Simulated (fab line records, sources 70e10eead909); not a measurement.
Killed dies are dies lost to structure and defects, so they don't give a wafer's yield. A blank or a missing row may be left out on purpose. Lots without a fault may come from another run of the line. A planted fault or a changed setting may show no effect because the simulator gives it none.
Chamber matching | flow nand_harc | NHARC_A_STAIRCASE_DESCUM_291 on rie_diel-01: 4 sister chambers
The step chemistry O2, time 3 s. 16 wafers are shown with their chamber, then 8 later ones without.

WAFERS WITH THEIR CHAMBER
wafer  | chamber | showerhead_plenum_p_Torr (Torr) | oes_product_au (a.u.) | o2_flow_sccm (sccm)
L076.1 | 3       | 1.85                            | 1.004                 | 199.9
L076.2 | 1       | 1.94                            | 1.024                 | 199.5
L076.5 | 0       | 2.08                            | 0.994                 | 199.9
L086.1 | 1       | 1.93                            | 1.013                 | 199.8
L086.5 | 2       | 1.78                            | 1.010                 | 199.7
L086.6 | 1       | 1.93                            | 1.008                 | 200.1
L088.1 | 2       | 1.78                            | 1.025                 | 199.3
L088.4 | 3       | 1.84                            | 0.993                 | 199.9
L088.6 | 2       | 1.78                            | 1.013                 | 199.9
L089.2 | 1       | 1.93                            | 1.000                 | 200.1
L089.3 | 2       | 1.77                            | 1.008                 | 199.5
L089.6 | 1       | 1.93                            | 1.001                 | 200.1
L090.1 | 1       | 1.92                            | 1.007                 | 199.6
L090.3 | 0       | 2.06                            | 1.008                 | 199.9
L090.6 | 0       | 2.06                            | 1.018                 | 198.3
L091.1 | 0       | 2.06                            | 0.999                 | 199.8

SIGNATURES (means of the wafers above)
reading                  | chamber 0 | chamber 1 | chamber 2 | chamber 3 | scatter within a chamber
showerhead_plenum_p_Torr | 2.0650    | 1.9300    | 1.7775    | 1.8450    | 0.00722
oes_product_au           | 1.00475   | 1.00883   | 1.01400   | 0.99850   | 0.00894
o2_flow_sccm             | 199.475   | 199.867   | 199.600   | 199.900   | 0.449
Rule: a wafer's distance from a chamber is the root of the sum, over the readings, of the square of ((its reading less the chamber's mean) divided by the reading's scatter). The wafer belongs to the nearest chamber; if the next one is less than 2 further off, it can't be placed. The scatter: the root of (the sum of the squares of (reading less its chamber's mean) over the shown wafers, divided by (wafers less chambers)).

WAFERS WITHOUT THEIR CHAMBER
wafer  | showerhead_plenum_p_Torr (Torr) | oes_product_au (a.u.) | o2_flow_sccm (sccm)
L091.2 | 1.84                            | 0.984                 | 200.0
L091.3 | 1.92                            | 1.004                 | 200.5
L096.1 | 1.92                            | 0.996                 | 199.6
L096.3 | 2.07                            | 1.004                 | 199.5
L096.6 | 1.83                            | 0.992                 | 199.5
L095.3 | 2.07                            | 1.007                 | 200.0
L095.4 | 2.05                            | 0.972                 | 199.9
L095.6 | 1.83                            | 0.991                 | 199.7

WHICH CHAMBER EACH WENT THROUGH
wafer  | from the rows above | in truth
L091.2 | 3                   | 3
L091.3 | 1                   | 1
L096.1 | 1                   | 1
L096.3 | 0                   | 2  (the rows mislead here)
L096.6 | 3                   | 3
L095.3 | 0                   | 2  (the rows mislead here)
L095.4 | 0                   | 0
L095.6 | 3                   | 3
Placed correctly: 6 of 8. Can't be placed from these rows: 0. Placed wrongly: 2.
